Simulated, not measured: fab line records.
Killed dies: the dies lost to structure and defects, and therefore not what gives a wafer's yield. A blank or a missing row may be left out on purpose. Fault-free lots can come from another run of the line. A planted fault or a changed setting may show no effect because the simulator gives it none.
Matching of chambers | flow n5-finfet | N5_BEOL_M11_ILD_DEP_00 on pecvd-02 has 3 sister chambers
The step deposits SiCOH lowk from DEMS/porogen, target thk 308.51 nm, time 58 s. 16 wafers are shown with their chamber, then 8 later ones without.

WAFERS, EACH WITH ITS CHAMBER
wafer  | chamber | throttle-valve-pct (%) | heater-power-w (W) | showerhead-plenum-p-Torr (Torr)
L077.1 | 1       | 13.4                   | 261                | 5.728
L077.4 | 1       | 13.5                   | 259                | 5.760
L077.6 | 1       | 13.5                   | 270                | 5.741
L078.4 | 1       | 13.6                   | 271                | 5.743
L078.5 | 2       | 13.7                   | 241                | 5.718
L078.6 | 1       | 13.4                   | 269                | 5.740
L081.1 | 1       | 13.4                   | 219                | 5.752
L081.2 | 0       | 14.3                   | 344                | 5.731
L081.4 | 1       | 13.6                   | 233                | 5.736
L087.2 | 1       | 13.9                   | 265                | 5.739
L087.4 | 0       | 14.2                   | 350                | 5.745
L087.6 | 2       | 13.9                   | 294                | 5.726
L090.3 | 1       | 13.8                   | 261                | 5.754
L090.5 | 0       | 14.3                   | 321                | 5.737
L090.6 | 1       | 13.2                   | 257                | 5.725
L094.1 | 2       | 14.1                   | 237                | 5.736

SIGNATURES (means of the wafers above)
reading                  | chamber 0 | chamber 1 | chamber 2 | scatter within a chamber
throttle-valve-pct       | 14.267    | 13.530    | 13.900    | 0.19
heater-power-w           | 338.33    | 256.50    | 257.33    | 19.8
showerhead-plenum-p-Torr | 5.73767   | 5.74180   | 5.72667   | 0.0102
Rule: a wafer's distance from a chamber is the root of the sum, over the readings, of the square of ((its reading less the chamber's mean) divided by the reading's scatter). The wafer belongs to the nearest chamber; if the next one is less than 2 further off, it can't be placed. The scatter: take each reading less its chamber's mean, square it, sum over the shown wafers, divide by the number of wafers less the number of chambers, and take the root.

WAFERS WHOSE CHAMBER IS MISSING
wafer  | throttle-valve-pct (%) | heater-power-w (W) | showerhead-plenum-p-Torr (Torr)
L094.5 | 14.3                   | 365                | 5.748
L094.6 | 13.5                   | 274                | 5.752
L093.1 | 13.6                   | 244                | 5.740
L093.4 | 14.0                   | 323                | 5.740
L093.5 | 13.3                   | 256                | 5.726
L096.3 | 13.8                   | 290                | 5.722
L096.4 | 13.9                   | 297                | 5.729
L096.6 | 14.2                   | 320                | 5.740

WHICH CHAMBER EACH WENT THROUGH
wafer  | from the rows above          | in truth
L094.5 | 0                            | 0
L094.6 | 1                            | 1
L093.1 | can't be placed: 1 or 2      | 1
L093.4 | can't be placed: 0 or 2      | 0
L093.5 | can't be placed: 1 or 2      | 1
L096.3 | can't be placed: 2 or 1 or 0 | 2
L096.4 | can't be placed: 2 or 0 or 1 | 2
L096.6 | 0                            | 0
Placed correctly: 3 of 8. Cannot be placed on the basis of these rows: 5; the candidates contain the true chamber in 5. Number placed wrongly: 0.
